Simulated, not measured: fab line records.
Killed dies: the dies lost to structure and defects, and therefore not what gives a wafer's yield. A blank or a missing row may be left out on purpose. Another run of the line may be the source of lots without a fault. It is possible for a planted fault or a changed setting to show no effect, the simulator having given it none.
Which tool did it? -- flow n5 finfet -- 36 wafers from 12 lots sampled at 5 of the route's 1938 steps

## WHAT THE GAUGES SHOWED, per wafer
N5_BEOL_M2_OVL_MEAS_12.
lot,measured,on,M2_OVL (nm)
L075,day 6 18:13,overlay-01,-0.2 0.1 -0.5
L076,day 7 01:01,overlay-01,0.0 -0.1 0.8
L079,day 7 16:39,overlay-01,0.6 0.1 -0.7
L081,day 8 00:04,overlay-01,-0.5 -0.2 -1.3
L083,day 8 14:46,overlay-01,-0.6 -1.0 -0.5
L084,day 9 08:22,overlay-02,0.0 -0.3 -0.8
L087,day 9 22:04,overlay-02,-1.7 -1.0 -0.5
L089,day 10 04:43,overlay-02,-0.2 -0.2 -1.4
L091,day 10 13:37,overlay-01,-0.4 -1.0 -0.5
L092,day 11 08:33,overlay-01,0.6 0.5 0.5
L095,day 12 11:59,overlay-01,-0.2 -1.7 -0.5
L097,day 12 17:50,overlay-01,-0.1 0.0 -0.9

## TOOL THAT RAN EACH LOT (tool first, then ch and the chambers of the sampled wafers, then the start)
lot,N5_BEOL_M1_SPUTTER_88,N5_BEOL_M1_SPUTTER_90,N5_BEOL_M1_ANNEAL_95,N5_BEOL_M1_ANNEAL_51
L075,"pvd sputter-01, day 6 14:23","pvd sputter-01, day 6 14:37","pvd sputter-01, day 6 15:08","rtp anneal-02 ch 0, day 6 15:28"
L076,"pvd sputter-01, day 6 21:35","pvd sputter-01, day 6 21:49","pvd sputter-01, day 6 22:20","rtp anneal-01 ch 0, day 6 22:44"
L079,"pvd sputter-03, day 7 11:30","pvd sputter-03, day 7 11:43","pvd sputter-03, day 7 12:14","rtp anneal-02 ch 0, day 7 12:37"
L081,"pvd sputter-02, day 7 21:22","pvd sputter-02, day 7 21:35","pvd sputter-02, day 7 22:06","rtp anneal-02 ch 0, day 7 22:29"
L083,"pvd sputter-03, day 8 11:53","pvd sputter-03, day 8 12:07","pvd sputter-03, day 8 12:38","rtp anneal-01 ch 0, day 8 13:03"
L084,"pvd sputter-01, day 9 04:03","pvd sputter-01, day 9 04:16","pvd sputter-01, day 9 04:47","rtp anneal-02 ch 0, day 9 05:10"
L087,"pvd sputter-02, day 9 18:02","pvd sputter-02, day 9 18:15","pvd sputter-02, day 9 18:46","rtp anneal-02 ch 0, day 9 19:11"
L089,"pvd sputter-03, day 10 01:26","pvd sputter-03, day 10 01:39","pvd sputter-03, day 10 02:10","rtp anneal-02 ch 0, day 10 02:31"
L091,"pvd sputter-02, day 10 10:55","pvd sputter-02, day 10 11:08","pvd sputter-02, day 10 11:40","rtp anneal-02 ch 0, day 10 12:00"
L092,"pvd sputter-01, day 11 05:41","pvd sputter-01, day 11 05:55","pvd sputter-01, day 11 06:26","rtp anneal-01 ch 0, day 11 06:54"
L095,"pvd sputter-02, day 12 07:57","pvd sputter-02, day 12 08:10","pvd sputter-02, day 12 08:41","rtp anneal-02 ch 0, day 12 09:04"
L097,"pvd sputter-02, day 12 13:36","pvd sputter-02, day 12 13:49","pvd sputter-02, day 12 14:20","rtp anneal-01 ch 0, day 12 14:40"
- N5_BEOL_M1_SPUTTER_88: material Cu, target thk 4.5 nm, time 8.29 s.
- N5_BEOL_M1_SPUTTER_90: material Cu, target thk 4.5 nm, time 8.29 s.
- N5_BEOL_M1_ANNEAL_95: time 240 s.
- N5_BEOL_M1_ANNEAL_51: time 90 s.

## THE ANSWER, worked out from the rows above alone
Rule: the lots themselves supply what counts as usual. Put in order of their means at a reading, lots are off if they are a third of the lots or fewer, leave a main group of 4 or more, and stand apart from it by a gap of 3 or more times the standard deviation of the main group's means; of several such gaps the widest counts. If all means in a main group match to the digits the tables above print for the reading, that group is not used. A lot without any number at a reading at which 4 lots or more have one is off too. Where the step has rows for the other lots, those lots are counted as sound.
No lot is off on any of the readings shown, so nothing can be concluded from this.

## WHAT THE SIMULATOR PUT IN
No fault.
